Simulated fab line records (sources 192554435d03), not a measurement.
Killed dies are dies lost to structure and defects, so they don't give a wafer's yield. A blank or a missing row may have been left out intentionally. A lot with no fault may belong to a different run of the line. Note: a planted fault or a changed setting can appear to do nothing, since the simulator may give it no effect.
fab line records -- flow n5Finfet
[record] lots = 6, wafers = 18, lastDay = 15
route steps=1938 shown BEOL_M5@1162 PASSIVATION@1936
lots that met no fault: taken from a fault-free run of the same line
startH: the number of hours between the record's first day and the start of the first shown wafer of the lot -- waitH: how many hours have passed since the lot's step before this one -- " identical to the entry in the row above -- L1.1+2: several wafers, shown together as one row -- - no value present, or no start provided -- * or withheld: withheld -- < > ~ a bound
route shown NAME@n: names a module that has steps shown in the file, with the first one's number in the route -- usual: average and standard deviation across the fault-free wafers -- same: alike in all rows -- chamber/n: place in a boat -- sites: each site's reading -- _std_site: standard deviation of those values -- _edge_site: the outer-site mean with the inner-site mean subtracted -- radiusMm: how far each site lies from the wafer's centre -- mask NAME#n: copy n -- behind: the tool/chamber that last shaped the wafer -- hold: cause of the lot's hold/its duration in hours/its outcome -- device: transistor that didn't switch, given as n, p or np -- end of line: tests run on the same wafers once the route is complete -- a step with no rows: only its recipe -- killed: dies that structure and defects cost at the first sort, which is not the same as the wafer's yield -- map: a wafer's dies, marking killed ones x, the rest . and places with no die _
set.NAME: the setting that was run; set.NAME@STEP: the one run at that earlier step -- model.NAME: the simulator's own value behind a step, which no gauge read
lots at some steps of the route; a table a step, a row a wafer
services: a tool's chamber out of use, with start hour (startH, from the record's first day; less than 0 if before it), hours out, and reason
[[steps]]
[step N5_BEOL_M5_STRIP_91]
[recipe] chemistry = N2/H2, timeS = 10, powerW = 450, tempC = 40, pressureMtorr = 20, rfFrequencyHz = 6e+07, biasPowerW = 7, n2FlowSccm = 200, h2FlowSccm = 200
[step N5_BEOL_M5_OCD_MEAS_38]
[usual] trenchDepthNm = 71.8/1.6
lot.wafer,tool,chamber,startH,waitH,trenchDepthNm
L465.1,ocd-02,-,214.09,-,71.4
L465.4,ocd-02,-,214.09,-,73.5
L465.5,ocd-02,-,214.09,-,70.8
L467.3,ocd-01,-,229.09,-,71.6
L467.5,ocd-01,-,229.09,-,72.2
L467.6,ocd-01,-,229.09,-,71.9
L469.1,ocd-01,-,232.70,-,72.4
L469.5,ocd-01,-,232.70,-,71.0
L469.6,ocd-01,-,232.70,-,74.1
L470.1,ocd-02,-,250.83,-,72.6
L470.2,ocd-02,-,250.83,-,71.2
L470.3,ocd-02,-,250.83,-,71.3
L473.1,ocd-01,-,271.29,-,73.1
L473.2,ocd-01,-,271.29,-,70.4
L473.3,ocd-01,-,271.29,-,73.5
L474.2,ocd-02,-,277.03,-,70.1
L474.3,ocd-02,-,277.03,-,68.7
L474.6,ocd-02,-,277.03,-,69.3
[step N5_BEOL_M5_HM_STRIP_39]
[recipe] chemistry = peroxideTinStrip, material = TiN, targetDepthA = 250, tempC = 50, timeS = 158
[step N5_BEOL_M5_SRD_40]
[recipe] timeS = 30, tempC = 23, rinseLiquid = diw, dry = ipaMarangoni
[step N5_BEOL_M5_PRECLEAN_42]
[recipe] chemistry = residueRemover, timeS = 60, tempC = 40
[step N5_BEOL_M5_SRD_43]
[recipe] timeS = 30, tempC = 23, rinseLiquid = diw, dry = ipaMarangoni
[step N5_BEOL_M5_CD_MEAS_35]
[recipe] targetCdNm = 28, targetCdYNm = 24, polarity = opening
[usual] cdNm = 27.9/0.43
lot.wafer,tool,chamber,startH,waitH,cdNm
L465.1,cdSem-02,-,214.25,0.0,27.4
L465.4,cdSem-02,-,214.25,0.0,27.9
L465.5,cdSem-02,-,214.25,0.0,27.5
L467.3,cdSem-02,-,229.26,0.0,27.4
L467.5,cdSem-02,-,229.26,0.0,27.8
L467.6,cdSem-02,-,229.26,0.0,28.6
L469.1,cdSem-03,-,232.85,0.0,27.3
L469.5,cdSem-03,-,232.85,0.0,27.8
L469.6,cdSem-03,-,232.85,0.0,27.0
L470.1,cdSem-01,-,250.98,0.0,27.7
L470.2,cdSem-01,-,250.98,0.0,28.5
L470.3,cdSem-01,-,250.98,0.0,27.7
L473.1,cdSem-03,-,271.44,0.0,27.5
L473.2,cdSem-03,-,271.44,0.0,27.7
L473.3,cdSem-03,-,271.44,0.0,28.5
L474.2,cdSem-02,-,277.18,0.0,27.8
L474.3,cdSem-02,-,277.18,0.0,28.5
L474.6,cdSem-02,-,277.18,0.0,27.5
[step N5_BEOL_M5_CURE_80]
[recipe] tempC = 370, timeS = 120, ambient = DMADMS/He, material = SiCOH_lowk
[step N5_BEOL_M5_DEGAS_44]
[recipe] ambient = vacuum, tempC = 250, timeS = 60
[usual] heaterPowerW = 322/33, susceptorTempC = 249.99/0.16
lot.wafer,tool,chamber,startH,waitH,heaterPowerW,susceptorTempC
L465.1,pvdSputter-01,-,214.81,0.4,371,250.11
L465.4,pvdSputter-01,-,214.81,0.4,358,250.16
L465.5,pvdSputter-01,-,214.81,0.4,307,250.22
L467.3,pvdSputter-01,-,229.98,0.2,308,249.76
L467.5,pvdSputter-01,-,229.98,0.2,377,250.29
L467.6,pvdSputter-01,-,229.98,0.2,298,250.01
L469.1,pvdSputter-03,-,233.59,0.6,353,250.01
L469.5,pvdSputter-03,-,233.59,0.6,357,249.86
L469.6,pvdSputter-03,-,233.59,0.6,330,249.61
L470.1,pvdSputter-02,-,251.47,0.3,364,249.80
L470.2,pvdSputter-02,-,251.47,0.3,304,250.00
L470.3,pvdSputter-02,-,251.47,0.3,325,250.06
L473.1,pvdSputter-03,-,271.98,0.3,294,250.22
L473.2,pvdSputter-03,-,271.98,0.3,326,250.20
L473.3,pvdSputter-03,-,271.98,0.3,255,249.72
L474.2,pvdSputter-02,-,277.55,0.2,330,249.94
L474.3,pvdSputter-02,-,277.55,0.2,337,249.84
L474.6,pvdSputter-02,-,277.55,0.2,331,249.62
[step N5_BEOL_M5_PRE_CLEAN_45]
[recipe] gas = H2/He, timeS = 30, tempC = 250
[usual] heaterPowerW = 323/32, susceptorTempC = 249.99/0.16
lot.wafer,tool,chamber,startH,waitH,heaterPowerW,susceptorTempC
L465.1,pvdSputter-01,-,214.85,0.0,372,250.03
L465.4,pvdSputter-01,-,214.85,0.0,364,249.93
L465.5,pvdSputter-01,-,214.85,0.0,310,250.04
L467.3,pvdSputter-01,-,230.02,0.0,309,250.13
L467.5,pvdSputter-01,-,230.02,0.0,381,249.98
L467.6,pvdSputter-01,-,230.02,0.0,301,249.99
L469.1,pvdSputter-03,-,233.63,0.0,359,249.80
L469.5,pvdSputter-03,-,233.63,0.0,348,249.57
L469.6,pvdSputter-03,-,233.63,0.0,321,250.05
L470.1,pvdSputter-02,-,251.51,0.0,356,250.13
L470.2,pvdSputter-02,-,251.51,0.0,302,249.87
L470.3,pvdSputter-02,-,251.51,0.0,330,250.04
L473.1,pvdSputter-03,-,272.02,0.0,293,250.07
L473.2,pvdSputter-03,-,272.02,0.0,328,249.78
L473.3,pvdSputter-03,-,272.02,0.0,260,250.03
L474.2,pvdSputter-02,-,277.59,0.0,339,249.86
L474.3,pvdSputter-02,-,277.59,0.0,357,250.02
L474.6,pvdSputter-02,-,277.59,0.0,334,250.02
[step N5_BEOL_M5_ALD_86]
[recipe] material = TaN, targetThkA = *, tempC = 275, aldPrecursorFamily = PDMAT, aldCoReactant = NH3, pressureTorr = 3, carrierFlowSccm = 1500, pulseTimeS = 2, purgeTimeS = 3, coReactantPurgeTimeS = 2, coReactantPulseTimeS = 3, aldCycles = 30, precursorVesselTempC = 75, precursorVesselPressureTorr = 26.25, precursorVesselCarrierSccm = 1000
[usual] heaterPowerOuterW = 217/24, heaterPowerW = 400/33, precursorVesselPressureTorr = 26.25/0.051, susceptorTempC = 274.99/0.19
[same] aldCycles = 30
lot.wafer,tool,chamber,startH,waitH,heaterPowerOuterW,heaterPowerW,precursorVesselPressureTorr,susceptorTempC
L465.1,aldMetal-03,1,214.91,0.0,277,453,26.38,274.97
L465.4,aldMetal-03,0,214.91,0.0,195,390,26.23,275.12
L465.5,aldMetal-03,2,214.91,0.0,212,396,26.30,275.14
L467.3,aldMetal-02,2,230.08,0.0,210,372,26.25,274.80
L467.5,aldMetal-02,0,230.08,0.0,208,390,26.31,274.91
L467.6,aldMetal-02,1,230.08,0.0,237,425,26.26,274.83
L469.1,aldMetal-02,3,233.70,0.0,196,377,26.23,275.33
L469.5,aldMetal-02,0,233.70,0.0,203,390,26.27,274.89
L469.6,aldMetal-02,3,233.70,0.0,194,358,26.23,275.34
L470.1,aldMetal-03,2,251.57,0.0,208,402,26.25,274.92
L470.2,aldMetal-03,0,251.57,0.0,200,379,26.27,275.16
L470.3,aldMetal-03,3,251.57,0.0,189,352,26.29,274.43
L473.1,aldMetal-04,1,272.08,0.0,228,424,26.31,275.16
L473.2,aldMetal-04,3,272.08,0.0,211,363,26.35,274.77
L473.3,aldMetal-04,0,272.08,0.0,240,419,26.31,274.78
L474.2,aldMetal-02,3,277.65,0.0,192,368,26.28,275.19
L474.3,aldMetal-02,2,277.65,0.0,210,378,26.34,275.05
L474.6,aldMetal-02,0,277.65,0.0,202,402,26.28,275.15
[step N5_BEOL_M5_SURFACE_TREAT_87]
[recipe] gas = Ar, timeS = *, ionEnergyEv = *, ionCurrentMaCm2 = 0.5, pressureMtorr = *, arFlowSccm = 30
[usual] throttleValvePct = *
lot.wafer,tool,chamber,startH,waitH,throttleValvePct
L465.1,pvdSputter-03,-,215.14,0.1,*
L465.4,pvdSputter-03,-,215.14,0.1,*
L465.5,pvdSputter-03,-,215.14,0.1,*
L467.3,pvdSputter-03,-,230.43,0.3,*
L467.5,pvdSputter-03,-,230.43,0.3,*
L467.6,pvdSputter-03,-,230.43,0.3,*
L469.1,pvdSputter-03,-,233.95,0.2,*
L469.5,pvdSputter-03,-,233.95,0.2,*
L469.6,pvdSputter-03,-,233.95,0.2,*
L470.1,pvdSputter-02,-,252.07,0.4,*
L470.2,pvdSputter-02,-,252.07,0.4,*
L470.3,pvdSputter-02,-,252.07,0.4,*
L473.1,pvdSputter-03,-,272.34,0.2,*
L473.2,pvdSputter-03,-,272.34,0.2,*
L473.3,pvdSputter-03,-,272.34,0.2,*
L474.2,pvdSputter-01,-,277.93,0.2,*
L474.3,pvdSputter-01,-,277.93,0.2,*
L474.6,pvdSputter-01,-,277.93,0.2,*
[step N5_BEOL_M5_CVD_47]
[recipe] material = Co, targetThkA = 30, tempC = withheld, precursor = CCTBA/H2, pressureTorr = 30, timeS = 216
[usual] runLengthS = 239.2/0.61
lot.wafer,tool,chamber,startH,waitH,runLengthS
L465.1,cvdCo-01,1,215.21,0.0,239.4
L465.4,cvdCo-01,2,215.21,0.0,238.8
L465.5,cvdCo-01,0,215.21,0.0,240.1
L467.3,cvdCo-02,2,230.54,0.1,239.7
L467.5,cvdCo-02,2,230.54,0.1,239.2
L467.6,cvdCo-02,1,230.54,0.1,239.0
L469.1,cvdCo-02,1,234.02,0.0,239.2
L469.5,cvdCo-02,2,234.02,0.0,239.6
L469.6,cvdCo-02,1,234.02,0.0,239.3
L470.1,cvdCo-02,0,252.15,0.1,238.3
L470.2,cvdCo-02,1,252.15,0.1,239.1
L470.3,cvdCo-02,2,252.15,0.1,239.8
L473.1,cvdCo-02,0,272.41,0.0,238.0
L473.2,cvdCo-02,2,272.41,0.0,233.6
L473.3,cvdCo-02,1,272.41,0.0,239.1
L474.2,cvdCo-02,0,278.01,0.1,233.2
L474.3,cvdCo-02,1,278.01,0.1,239.7
L474.6,cvdCo-02,0,278.01,0.1,232.6
[step N5_BEOL_M5_SPUTTER_48]
[recipe] material = Cu, targetThkA = 150, tempC = -20, chamberPressurePa = 0.07, powerW = withheld, timeS = 27.62
[usual] chuckSensorTempC = -15.9/0.36, susceptorTempC = -19.99/0.1, throttleValvePct = 29.9/0.99
lot.wafer,tool,chamber,startH,waitH,chuckSensorTempC,susceptorTempC,throttleValvePct
L465.1,pvdSputter-03,-,215.36,0.1,-15.8,-20.00,29.1
L465.4,pvdSputter-03,-,215.36,0.1,-15.8,-20.08,30.3
L465.5,pvdSputter-03,-,215.36,0.1,-15.6,-20.04,30.2
L467.3,pvdSputter-02,-,230.80,0.2,-15.8,-20.18,31.2
L467.5,pvdSputter-02,-,230.80,0.2,-16.0,-19.98,28.4
L467.6,pvdSputter-02,-,230.80,0.2,-15.9,-19.98,30.2
L469.1,pvdSputter-01,-,234.18,0.1,-15.6,-19.92,29.9
L469.5,pvdSputter-01,-,234.18,0.1,-15.6,-19.96,30.9
L469.6,pvdSputter-01,-,234.18,0.1,-16.1,-19.99,30.6
L470.1,pvdSputter-02,-,252.43,0.2,-16.1,-20.10,28.3
L470.2,pvdSputter-02,-,252.43,0.2,-15.8,-19.87,31.4
L470.3,pvdSputter-02,-,252.43,0.2,-16.2,-20.03,28.7
L473.1,pvdSputter-01,-,273.01,0.5,-15.5,-19.99,29.9
L473.2,pvdSputter-01,-,273.01,0.5,-15.6,-19.98,30.8
L473.3,pvdSputter-01,-,273.01,0.5,-15.6,-20.10,28.0
L474.2,pvdSputter-02,-,278.29,0.2,-15.7,-19.87,31.6
L474.3,pvdSputter-02,-,278.29,0.2,-16.1,-19.88,28.9
L474.6,pvdSputter-02,-,278.29,0.2,-16.1,-19.91,28.5
[step N5_PASSIVATION_PROBE_49]
[usual] defectLimitedYield = 91.1/1.4, killed_at_M0_to_M3 = 33/9.1, killed_at_M4_up = 14/5.6, killedAtContacts = 13/5.7, killedAtFrontEnd = 42/12, killedAtOther = 4/3, killedDies = 105/16, killedOnRim = 13/4, killedOpen = 69/11, killedShort = 34/7.5, sort_bin_5_function = 5.2/0.91, sort_bin_6_memory = 3.3/0.64, sortNPass = 1075/16, sortYieldPct = 91.1/1.4
[same] grossDies = 1180, killedAtBackSide = 0, sort_bin_4_leakage[%] = 0, sort_bin_8_speed[%] = 0
lot.wafer,tool,chamber,startH,waitH,defectLimitedYield[%],killed_at_M0_to_M3,killed_at_M4_up,killedAtContacts,killedAtFrontEnd,killedAtOther,killedDies,killedOnRim,killedOpen,killedShort,sort_bin_5_function[%],sort_bin_6_memory[%],sortNPass,sortYieldPct[%]
L465.1,prober-02,-,309.73,0.0,91.5,40,6,18,35,1,100,19,65,34,5.1,3.2,1080,91.5
L465.4,prober-02,-,309.88,0.2,93.5,28,9,7,32,1,77,11,50,27,4.2,1.9,1103,93.5
L465.5,prober-02,-,309.93,0.2,90.3,50,10,7,44,3,114,6,72,40,6.0,3.6,1066,90.3
L467.3,prober-01,-,323.15,0.1,92.0,16,12,21,43,2,94,11,54,38,4.6,3.1,1086,92.0
L467.5,prober-01,-,323.25,0.2,92.5,29,4,16,39,1,89,11,54,33,4.4,2.9,1091,92.5
L467.6,prober-01,-,323.30,0.3,92.1,29,11,18,30,5,93,8,56,36,5.2,2.5,1087,92.1
L469.1,prober-02,-,326.50,0.0,91.9,31,10,14,33,7,95,9,66,29,3.8,4.0,1085,91.9
L469.5,prober-02,-,326.70,0.2,91.5,30,14,11,37,8,100,11,73,25,5.1,3.0,1080,91.5
L469.6,prober-02,-,326.75,0.3,90.5,53,24,7,25,3,112,7,78,34,4.9,4.3,1068,90.5
L470.1,prober-02,-,341.45,0.0,92.4,34,11,13,30,2,90,12,60,29,4.2,2.8,1090,92.4
L470.2,prober-02,-,341.50,0.1,94.1,29,12,6,23,0,70,8,49,21,3.4,2.3,1110,94.1
L470.3,prober-02,-,341.55,0.1,93.3,31,12,4,28,4,79,5,55,24,4.4,1.8,1101,93.3
L473.1,prober-02,-,362.44,0.0,91.4,26,21,8,46,0,101,11,71,30,4.3,3.6,1079,91.4
L473.2,prober-02,-,362.49,0.1,89.7,33,14,14,50,11,122,10,71,36,4.8,4.2,1058,89.7
L473.3,prober-02,-,362.54,0.1,91.9,27,13,11,39,5,95,12,62,32,5.6,2.4,1085,91.9
L474.2,prober-01,-,368.31,0.1,93.1,25,12,4,33,8,82,14,63,19,3.7,3.1,1098,93.1
L474.3,prober-01,-,368.36,0.1,91.1,30,9,15,34,17,105,15,69,36,5.8,2.6,1075,91.1
L474.6,prober-01,-,368.51,0.3,93.9,30,7,10,20,5,72,10,55,17,3.9,1.7,1108,93.9
// killed by level:class
L465.1 MOL_CONTACT_COAG:geometricParticle:open=16 BEOL_M1:geometricParticle:open=11 FIN_SAQP:geometricParticle:short=7 BEOL_M3:geometricParticle:open=7 GATE_CUT:geometricParticle:open=5 BEOL_M0_SAQP:geometricParticle:short=5 STI_FIN_REVEAL:geometricParticle:open=4 GATE_CUT:geometricParticle:short=4
L465.4 BEOL_M1:geometricParticle:open=7 ILD0:geometricParticle:short=6 BEOL_M2:geometricParticle:open=5 BEOL_M3:geometricParticle:open=5 FIN_SAQP:geometricParticle:short=4 MOL_CONTACT_COAG:geometricParticle:open=4 BEOL_M0_SAQP:geometricParticle:short=4 BEOL_M6:geometricParticle:open=4
L465.5 BEOL_M0_SAQP:geometricParticle:open=16 BEOL_M0_SAQP:geometricParticle:short=10 BEOL_M1:geometricParticle:open=10 FIN_SAQP:geometricParticle:open=9 BEOL_M3:geometricParticle:open=9 FIN_SAQP:geometricParticle:short=8 STI_FIN_REVEAL:geometricParticle:open=6 GATE_CUT:geometricParticle:short=6
L467.3 MOL_CONTACT_COAG:geometricParticle:open=17 FIN_SAQP:geometricParticle:short=8 FIN_SAQP:geometricParticle:open=7 STARTING-WAFER:geometricParticle:short=7 GATE_CUT:geometricParticle:short=6 STI_FIN_REVEAL:geometricParticle:open=5 BEOL_M0_SAQP:geometricParticle:short=5 BEOL_M4:geometricParticle:open=5
L467.5 MOL_CONTACT_COAG:geometricParticle:open=14 FIN_SAQP:geometricParticle:short=8 STI_FIN_REVEAL:geometricParticle:open=8 BEOL_M2:geometricParticle:open=7 BEOL_M0_SAQP:geometricParticle:short=6 DUMMY_GATE:geometricParticle:open=5 BEOL_M3:geometricParticle:open=5 BEOL_M0_SAQP:geometricParticle:open=3
L467.6 MOL_CONTACT_COAG:geometricParticle:open=13 FIN_SAQP:geometricParticle:short=8 BEOL_M0_SAQP:geometricParticle:open=8 GATE_CUT:geometricParticle:short=6 BEOL_M2:geometricParticle:open=6 STI_FIN_REVEAL:geometricParticle:open=5 BEOL_M0_SAQP:geometricParticle:short=5 BEOL_M4:geometricParticle:open=5
L469.1 BEOL_M0_SAQP:geometricParticle:open=12 MOL_CONTACT_COAG:geometricParticle:open=10 DUMMY_GATE:geometricParticle:open=9 FIN_SAQP:geometricParticle:open=8 BEOL_M0_SAQP:geometricParticle:short=7 BEOL_M3:geometricParticle:open=7 FIN_SAQP:geometricParticle:short=4 MOL_CONTACT_COAG:geometricParticle:short=4
L469.5 MOL_CONTACT_COAG:geometricParticle:open=10 BEOL_M4:geometricParticle:open=10 FIN_SAQP:geometricParticle:open=8 ILD0:geometricParticle:open=7 BEOL_M0_SAQP:geometricParticle:open=7 FIN_SAQP:geometricParticle:short=5 DUMMY_GATE:geometricParticle:open=5 BEOL_M3:geometricParticle:open=5
L469.6 BEOL_M0_SAQP:geometricParticle:short=13 BEOL_M4:geometricParticle:open=12 BEOL_M3:geometricParticle:open=11 BEOL_M1:geometricParticle:open=8 STI_FIN_REVEAL:geometricParticle:open=7 BEOL_M0_SAQP:geometricParticle:open=7 MOL_CONTACT_COAG:geometricParticle:open=7 BEOL_M2:geometricParticle:open=5
L470.1 MOL_CONTACT_COAG:geometricParticle:open=12 BEOL_M3:geometricParticle:open=9 BEOL_M0_SAQP:geometricParticle:open=7 BEOL_M0_SAQP:geometricParticle:short=6 GATE_CUT:geometricParticle:short=5 FIN_SAQP:geometricParticle:open=4 BEOL_M1:geometricParticle:open=4 BEOL_M2:geometricParticle:open=4
L470.2 BEOL_M0_SAQP:geometricParticle:open=8 BEOL_M2:geometricParticle:open=7 BEOL_M0_SAQP:geometricParticle:short=6 BEOL_M3:geometricParticle:open=6 BEOL_M4:geometricParticle:open=6 FIN_SAQP:geometricParticle:short=4 MOL_CONTACT_COAG:geometricParticle:open=4 STARTING-WAFER:geometricParticle:short=4
L470.3 BEOL_M2:geometricParticle:open=12 STI_FIN_REVEAL:geometricParticle:open=6 FIN_SAQP:geometricParticle:open=5 FIN_SAQP:geometricParticle:short=5 BEOL_M0_SAQP:geometricParticle:short=5 BEOL_M1:geometricParticle:open=5 BEOL_M4:geometricParticle:open=5 MOL_CONTACT_COAG:geometricParticle:open=4
L473.1 FIN_SAQP:geometricParticle:open=14 BEOL_M4:geometricParticle:open=9 DUMMY_GATE:geometricParticle:open=7 BEOL_M0_SAQP:geometricParticle:short=7 BEOL_M2:geometricParticle:open=7 MOL_CONTACT_COAG:geometricParticle:open=6 STARTING-WAFER:geometricParticle:open=5 BEOL_M0_SAQP:geometricParticle:open=5
L473.2 HKMG_FIN:areaEtch=15 FIN_SAQP:geometricParticle:open=12 MOL_CONTACT_COAG:geometricParticle:open=10 BEOL_M2:geometricParticle:open=7 FIN_SAQP:geometricParticle:short=6 BEOL_M0_SAQP:geometricParticle:open=6 BEOL_M1:geometricParticle:open=6 BEOL_M4:geometricParticle:open=6
L473.3 MOL_CONTACT_COAG:geometricParticle:open=9 BEOL_M4:geometricParticle:open=9 FIN_SAQP:geometricParticle:open=7 FIN_SAQP:geometricParticle:short=6 BEOL_M0_SAQP:geometricParticle:open=6 GATE_CUT:geometricParticle:open=5 BEOL_M2:geometricParticle:open=5 BEOL_M3:geometricParticle:open=4
L474.2 STI_FIN_REVEAL:geometricParticle:open=13 BEOL_M1:geometricParticle:open=12 BEOL_M5:geometricParticle:open=5 BEOL_M0_SAQP:geometricParticle:open=5 FIN_CUT:geometricParticle:short=3 GATE_CUT:geometricParticle:open=3 MOL_CONTACT_COAG:geometricParticle:open=3 BEOL_M3:geometricParticle:open=3
L474.3 MOL_CONTACT_COAG:geometricParticle:open=13 STI_FIN_REVEAL:geometricParticle:open=8 BEOL_M2:geometricParticle:open=6 BEOL_M0_SAQP:geometricParticle:short=6 FIN_SAQP:geometricParticle:open=5 BEOL_M0:geometricParticle:open=4 BEOL_M1:geometricParticle:open=4 BEOL_M5:geometricParticle:open=4
L474.6 MOL_CONTACT_COAG:geometricParticle:open=9 BEOL_M0_SAQP:geometricParticle:short=8 BEOL_M3:geometricParticle:open=8 STI_FIN_REVEAL:geometricParticle:open=5 GATE_CUT:geometricParticle:open=4 BEOL_M0_SAQP:geometricParticle:open=4 BEOL_M4:geometricParticle:open=4 DUMMY_GATE:geometricParticle:open=3
[[services]]
tool,chamber,startH,hours,kind
aldMetal-03,-,217.57,1.8,repair
aldMetal-04,-,225.09,1.3,repair
aldMetal-04,1,236.48,6.2,repair
aldMetal-02,2,254.25,10.7,repair
[[key]]
[firstSign] step = N5_BEOL_M5_CVD_47, reading = runLengthS, direction = down, sigmas = 9.8, usual = *, struck = *
effect none on later readings
metAt N5_BEOL_M5_CVD_47
struckWafers L473.2,L474.2,L474.6
[baselineLoss] step = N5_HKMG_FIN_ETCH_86, wafers = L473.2
onsetBetween 252.15 272.41
[fault] kind = processParameterDrift, tool = cvdCo-02, chamber = -, onsetH = 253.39, steps = N5_BEOL_M5_CVD_47, channel = timeS, offset = *, shape = step, endH = 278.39, scope = struckWafersOnly, actsIn = *, stated = *
// baselineLoss: these wafers lose ten dies or more at that step, a loss of the line's own and not of a fault; the sort's usual values leave them out
